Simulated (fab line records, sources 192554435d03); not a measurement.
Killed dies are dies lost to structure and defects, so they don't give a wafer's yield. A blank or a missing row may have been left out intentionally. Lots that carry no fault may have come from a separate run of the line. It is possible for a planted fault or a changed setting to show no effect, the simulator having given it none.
Comparing a struck lot with a sound one -- flow n5_finfet -- 14 steps out of a route of 1938
Sound: wafers L858.1, L858.4, L858.6. The struck wafers were L863.1, L863.2, L863.5. The cause is named last.
At each step with rows: each side's tool, then ch and its chambers, then its first start. Under that, the readings that differ: sound wafers -- struck wafers -- difference of the means -- sigmas: that difference in standard deviations of wafers without a fault.
alike: words and numbers the same on both sides, and readings whose means are apart by under 2 such deviations; not compared: readings that were withheld, readings missing a value for some wafer, numbers with overlapping values and no deviation given by the record, and bounds like >300 which may hide the same value.
Wherever a step has rows on one side only, a row that says differs or no value, or a row with sigmas, the two part there. Numbers that don't overlap but have no deviation are shown without sigmas and don't part them. A reading missing from all wafers of one side parts the sides only when that side holds two or more wafers.

N5_BEOL_M6_RS_MEAS_57: a four-point-probe measurement.
  sound on film_metro-02, day 12 13:45; struck on film_metro-02, day 14 01:34
  alike: M6_RS
N5_BEOL_M6_INSPECT_58: inspects for defects (darkfield).
  sound on defect_inspect-01, day 12 13:47; struck on defect_inspect-01, day 14 01:35
  alike: raw_defect_count
N5_BEOL_M7_ILD_DEP_00: deposits SiCOH lowk from DEMS/porogen, target thk 179.75 nm, time 33.4 s.
  sound on pecvd-02 ch 0,2, day 12 13:49; struck on pecvd-04 ch 0,1,2, day 14 01:37
  alike: chamber_pressure_Torr, heater_power_outer_w, heater_power_w, rf_fwd_power_W, showerhead_plenum_p_Torr, throttle_valve_pct
  not compared: since_wet_clean_h
N5_BEOL_M7_CURE_74: cures SiCOH lowk, time 240 s.
  sound on uv_cure-03 ch 1, day 12 13:53; struck on uv_cure-01 ch 2, day 14 01:41
reading,sound,struck,difference,sigmas
wafer_temp_C_max,386.0 386.9 386.5,387.2 387.2 389.2,+1.4,+2
  alike: lamp_power_pct
N5_BEOL_M7_THK_MEAS_01:
  sound on film_metro-01, day 12 14:23; struck on film_metro-01, day 14 02:12
  alike: M7_ILD_THK
N5_BEOL_M7_PECVD_70: deposits SiO2 from TEOS/O2, target thk 20 nm, time 22.7 s.
  sound on pecvd-02 ch 0,1, day 12 14:26; struck on pecvd-02 ch 0,1, day 14 02:14
  alike: chamber_pressure_Torr, heater_power_outer_w, heater_power_w, rf_fwd_power_W, showerhead_plenum_p_Torr, throttle_valve_pct
  not compared: since_wet_clean_h
N5_BEOL_M7_HM_DEP_02: deposits TiN, target thk 20 nm.
  sound on pvd_sputter-01, day 12 14:39; struck on pvd_sputter-02, day 14 03:00
  alike: throttle_valve_pct
then, 5 steps without rows for these wafers: N5_BEOL_M7_COAT_59 (time 60 s, resist thk 100 nm); N5_BEOL_M7_COAT_60 (time 60 s, resist thk 35 nm); N5_BEOL_M7_COAT_05 (resist thk 90 nm); N5_BEOL_M7_EBR_07; N5_BEOL_M7_SOFTBAKE_06 (time 60 s).
N5_BEOL_M7_EXPOSE_08: exposes mask M7.
  sound on arfi_scanner-02 ch 0, day 12 14:53; struck on arfi_scanner-03, day 14 03:22
  no value came back on the struck wafers for dipole_opening_deg (degrees), exposure_dose_mJ_cm2; on the sound wafers dipole_opening_deg (degrees) reads 35 35 35
  alike: mask
then, 1 step without rows for these wafers: N5_BEOL_M7_PEB_09 (peb time 60 s).

WHERE THEY PART
Earliest at N5_BEOL_M7_CURE_74; latest, in this record, at N5_BEOL_M7_EXPOSE_08.

WHY: what the simulator had put in
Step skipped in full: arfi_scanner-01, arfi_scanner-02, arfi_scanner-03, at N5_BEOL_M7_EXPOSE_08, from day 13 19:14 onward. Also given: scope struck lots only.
